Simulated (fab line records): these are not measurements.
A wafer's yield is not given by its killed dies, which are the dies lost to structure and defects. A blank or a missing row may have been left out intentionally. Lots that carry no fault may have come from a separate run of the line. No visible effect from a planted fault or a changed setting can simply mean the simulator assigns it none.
Matching of chambers | flow n5 finfet | cmp-04 running N5_BEOL_M7_CMP_52: 4 sister chambers
The step polishes, stops on SiCOH lowk, t overpolish 6.9 s, target thk 80 nm. 14 wafers are shown with their chamber, then 6 later ones without.

## WAFERS, EACH WITH ITS CHAMBER
wafer  | chamber | time to endpoint s (s) | motor current A (A) | clearing platen rpm (rpm)
L220.3 | 2       | 59                     | 5.7                 | 49.968
L220.4 | 0       | 62                     | 6.3                 | 50.022
L220.6 | 3       | 62                     | 5.8                 | 49.970
L221.4 | 3       | 67                     | 5.7                 | 49.988
L221.5 | 0       | 60                     | 6.1                 | 50.008
L229.1 | 3       | 66                     | 5.7                 | 50.040
L229.4 | 1       | 59                     | 5.9                 | 50.003
L229.6 | 0       | 60                     | 6.2                 | 49.998
L231.2 | 1       | 60                     | 6.0                 | 49.992
L231.5 | 3       | 65                     | 6.2                 | 49.987
L231.6 | 2       | 61                     | 5.6                 | 50.002
L232.4 | 3       | 67                     | 5.8                 | 50.016
L232.5 | 2       | 59                     | 5.4                 | 50.025
L232.6 | 3       | 64                     | 5.7                 | 50.038

SIGNATURES, as means of the wafers listed above
reading             | chamber 0 | chamber 1 | chamber 2 | chamber 3 | scatter within a chamber
time to endpoint s  | 60.67     | 59.50     | 59.67     | 65.17     | 1.57
motor current A     | 6.200     | 5.950     | 5.567     | 5.817     | 0.161
clearing platen rpm | 50.00933  | 49.99750  | 49.99833  | 50.00650  | 0.025
Rule: distance of a wafer from a chamber = root of the sum over the readings of ((wafer's reading minus chamber's mean) / reading's scatter) squared. The wafer belongs to the nearest chamber; if the next one is less than 2 further off, it can't be placed. The scatter: take each reading less its chamber's mean, square it, sum over the shown wafers, divide by the number of wafers less the number of chambers, and take the root.

## WAFERS MISSING THEIR CHAMBER
wafer  | time to endpoint s (s) | motor current A (A) | clearing platen rpm (rpm)
L235.1 | 68                     | 5.6                 | 50.010
L235.3 | 61                     | 5.4                 | 50.010
L235.4 | 61                     | 5.9                 | 49.967
L237.2 | 59                     | 5.7                 | 49.991
L237.3 | 68                     | 5.7                 | 50.000
L237.5 | 65                     | 6.5                 | 49.984

## THE CHAMBER EACH PASSED THROUGH
wafer  | from the rows above               | in truth
L235.1 | 3                                 | 3
L235.3 | 2                                 | 2
L235.4 | can't be placed: 1 or 0 or 2 or 3 | 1
L237.2 | can't be placed: 2 or 1           | 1
L237.3 | 3                                 | 3
L237.5 | can't be placed: 0 or 3 or 1      | 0
Correct placement for 3 of the 6. Can't be placed from these rows: 3 (the true chamber is among the candidates in 3). Placed wrongly: 0.
